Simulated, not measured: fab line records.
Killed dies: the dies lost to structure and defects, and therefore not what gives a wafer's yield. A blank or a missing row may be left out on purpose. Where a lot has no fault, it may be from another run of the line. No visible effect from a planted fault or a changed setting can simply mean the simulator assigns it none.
Split-lot trial / flow n5_finfet / route with 1938 steps; 7 lots, 21 wafers read

## THE SPLIT
At N5_MOL_CONTACT_COAG_COAT_76 (time 60 s, resist thk 10 nm), the setting spin_rpm was moved away from the recipe's 1500 rpm on 4 of the 21 wafers read, by -10.4% to +11.2%. This setting was run at the recipe's value on the other wafers.

## FROM THE SPLIT TO THE READING: what the file shows between them, 7 steps
- N5_MOL_CONTACT_COAG_COAT_77: time 60 s, resist thk 10 nm
- N5_MOL_CONTACT_COAG_COAT_78: resist thk 40 nm
- N5_MOL_CONTACT_COAG_DESCUM_88: chemistry O2, time 7 s
- N5_MOL_CONTACT_COAG_ETCH_89: etches underlayer in N2/H2, target depth 13 nm, time 10.4 s
- N5_MOL_CONTACT_COAG_ETCH_90: etches SiARC in CF4, target depth 13 nm, time 21.7 s
- N5_MOL_CONTACT_COAG_ALD_131: deposits SiO2, target thk 5 nm, pulse time 1 s, co reactant pulse time 1 s
- N5_MOL_CONTACT_COAG_ETCHBACK_132: etches SiO2 in CHF3, target depth 10 nm, time 6.7 s

## THE READING
SiARC_of_MOL_CONTACT_COAG_COAT_76.thk_nm (the simulator's own value, which no gauge read), in nm, at N5_MOL_CONTACT_COAG_ETCH_91 (etches SOC in N2/H2, target depth 60 nm, overetch 21 nm, time 101.2 s). The file gives no usual value for it. Here, 17 wafers ran the recipe; their average is 5.8 nm with a standard deviation of 0.076 nm.

wafer=L074.1; tool, chamber at the split=litho_track-03, 0; spin_rpm as run, rpm=1500; against the recipe=recipe; SiARC_of_MOL_CONTACT_COAG_COAT_76.thk_nm, nm=5.8; against lot-mates on the recipe=-
wafer=L074.5; tool, chamber at the split=litho_track-03, 0; spin_rpm as run, rpm=1500; against the recipe=recipe; SiARC_of_MOL_CONTACT_COAG_COAT_76.thk_nm, nm=5.8; against lot-mates on the recipe=-
wafer=L074.3; tool, chamber at the split=litho_track-03, 0; spin_rpm as run, rpm=1500; against the recipe=recipe; SiARC_of_MOL_CONTACT_COAG_COAT_76.thk_nm, nm=6; against lot-mates on the recipe=-
wafer=L075.2; tool, chamber at the split=litho_track-03, 0; spin_rpm as run, rpm=1431; against the recipe=-4.6%; SiARC_of_MOL_CONTACT_COAG_COAT_76.thk_nm, nm=6; against lot-mates on the recipe=+0.2
wafer=L075.3; tool, chamber at the split=litho_track-03, 0; spin_rpm as run, rpm=1500; against the recipe=recipe; SiARC_of_MOL_CONTACT_COAG_COAT_76.thk_nm, nm=5.8; against lot-mates on the recipe=-
wafer=L075.5; tool, chamber at the split=litho_track-03, 0; spin_rpm as run, rpm=1500; against the recipe=recipe; SiARC_of_MOL_CONTACT_COAG_COAT_76.thk_nm, nm=5.8; against lot-mates on the recipe=-
wafer=L079.2; tool, chamber at the split=litho_track-05, 0; spin_rpm as run, rpm=1500; against the recipe=recipe; SiARC_of_MOL_CONTACT_COAG_COAT_76.thk_nm, nm=5.8; against lot-mates on the recipe=-
wafer=L079.4; tool, chamber at the split=litho_track-05, 0; spin_rpm as run, rpm=1500; against the recipe=recipe; SiARC_of_MOL_CONTACT_COAG_COAT_76.thk_nm, nm=5.8; against lot-mates on the recipe=-
wafer=L079.3; tool, chamber at the split=litho_track-05, 0; spin_rpm as run, rpm=1500; against the recipe=recipe; SiARC_of_MOL_CONTACT_COAG_COAT_76.thk_nm, nm=6; against lot-mates on the recipe=-
wafer=L080.1; tool, chamber at the split=litho_track-05, 0; spin_rpm as run, rpm=1500; against the recipe=recipe; SiARC_of_MOL_CONTACT_COAG_COAT_76.thk_nm, nm=5.8; against lot-mates on the recipe=-
wafer=L080.2; tool, chamber at the split=litho_track-05, 0; spin_rpm as run, rpm=1500; against the recipe=recipe; SiARC_of_MOL_CONTACT_COAG_COAT_76.thk_nm, nm=5.8; against lot-mates on the recipe=-
wafer=L080.6; tool, chamber at the split=litho_track-05, 0; spin_rpm as run, rpm=1567; against the recipe=+4.5%; SiARC_of_MOL_CONTACT_COAG_COAT_76.thk_nm, nm=5.6; against lot-mates on the recipe=-0.2
wafer=L083.1; tool, chamber at the split=litho_track-03, 0; spin_rpm as run, rpm=1344; against the recipe=-10.4%; SiARC_of_MOL_CONTACT_COAG_COAT_76.thk_nm, nm=6.4; against lot-mates on the recipe=+0.6
wafer=L083.3; tool, chamber at the split=litho_track-03, 0; spin_rpm as run, rpm=1500; against the recipe=recipe; SiARC_of_MOL_CONTACT_COAG_COAT_76.thk_nm, nm=5.8; against lot-mates on the recipe=-
wafer=L083.6; tool, chamber at the split=litho_track-03, 0; spin_rpm as run, rpm=1500; against the recipe=recipe; SiARC_of_MOL_CONTACT_COAG_COAT_76.thk_nm, nm=5.8; against lot-mates on the recipe=-
wafer=L084.1; tool, chamber at the split=litho_track-03, 0; spin_rpm as run, rpm=1500; against the recipe=recipe; SiARC_of_MOL_CONTACT_COAG_COAT_76.thk_nm, nm=6; against lot-mates on the recipe=-
wafer=L084.2; tool, chamber at the split=litho_track-03, 0; spin_rpm as run, rpm=1500; against the recipe=recipe; SiARC_of_MOL_CONTACT_COAG_COAT_76.thk_nm, nm=5.8; against lot-mates on the recipe=-
wafer=L084.3; tool, chamber at the split=litho_track-03, 0; spin_rpm as run, rpm=1500; against the recipe=recipe; SiARC_of_MOL_CONTACT_COAG_COAT_76.thk_nm, nm=5.8; against lot-mates on the recipe=-
wafer=L096.1; tool, chamber at the split=litho_track-01, 0; spin_rpm as run, rpm=1668; against the recipe=+11.2%; SiARC_of_MOL_CONTACT_COAG_COAT_76.thk_nm, nm=5.2; against lot-mates on the recipe=-0.6
wafer=L096.3; tool, chamber at the split=litho_track-01, 0; spin_rpm as run, rpm=1500; against the recipe=recipe; SiARC_of_MOL_CONTACT_COAG_COAT_76.thk_nm, nm=5.8; against lot-mates on the recipe=-
wafer=L096.4; tool, chamber at the split=litho_track-01, 0; spin_rpm as run, rpm=1500; against the recipe=recipe; SiARC_of_MOL_CONTACT_COAG_COAT_76.thk_nm, nm=5.8; against lot-mates on the recipe=-

THE FIT
A straight line over all 21 wafers: SiARC_of_MOL_CONTACT_COAG_COAT_76.thk_nm changes by -0.0539 nm for each +1% of spin_rpm; r = -0.94; the points scatter about the line by 0.075 nm.
The same after taking each lot's own level away (the mean of its wafers on the recipe; 21 wafers): -0.0538 nm for each +1%; r = -0.95; scatter 0.067 nm.
On that fit, the largest move of spin_rpm shifts the reading by 0.6 nm.
The span of the lots' own levels, 5.80 to 5.87 nm, comes to 0.9 times the standard deviation stated above.
So the lot-to-lot level changes the slope little: the two slopes agree.
Check: for one of the wafers moved furthest among these (+11.2%), held out of the fit, the line's prediction against its lot-mates is -0.601 nm. It came out at -0.6 nm against them.

## THE WHOLE CHAIN: every reading that the file lists as answering this split, in the file's order
step=N5_MOL_CONTACT_COAG_COAT_76; what it does=time 60 s, resist thk 10 nm; reading=SiARC_of_MOL_CONTACT_COAG_COAT_76.thk_nm (the simulator's own value, which no gauge read); change (the file's fit)=-0.0456 nm for each +1% of the setting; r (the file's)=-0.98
step=N5_MOL_CONTACT_COAG_ETCH_90; what it does=etches SiARC in CF4, target depth 13 nm, time 21.7 s; reading=etch.depth_nm (the simulator's own value, which no gauge read); change (the file's fit)=-0.0499 nm for each +1% of the setting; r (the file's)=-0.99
step=N5_MOL_CONTACT_COAG_ETCH_91; what it does=etches SOC in N2/H2, target depth 60 nm, overetch 21 nm, time 101.2 s; reading=SiARC_of_MOL_CONTACT_COAG_COAT_76.thk_nm (the simulator's own value, which no gauge read); change (the file's fit)=-0.0538 nm for each +1% of the setting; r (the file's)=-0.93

## THE FILE'S OWN FIT
SiARC_of_MOL_CONTACT_COAG_COAT_76.thk_nm changes by -0.0538 nm for each +1% of spin_rpm, r = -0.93.
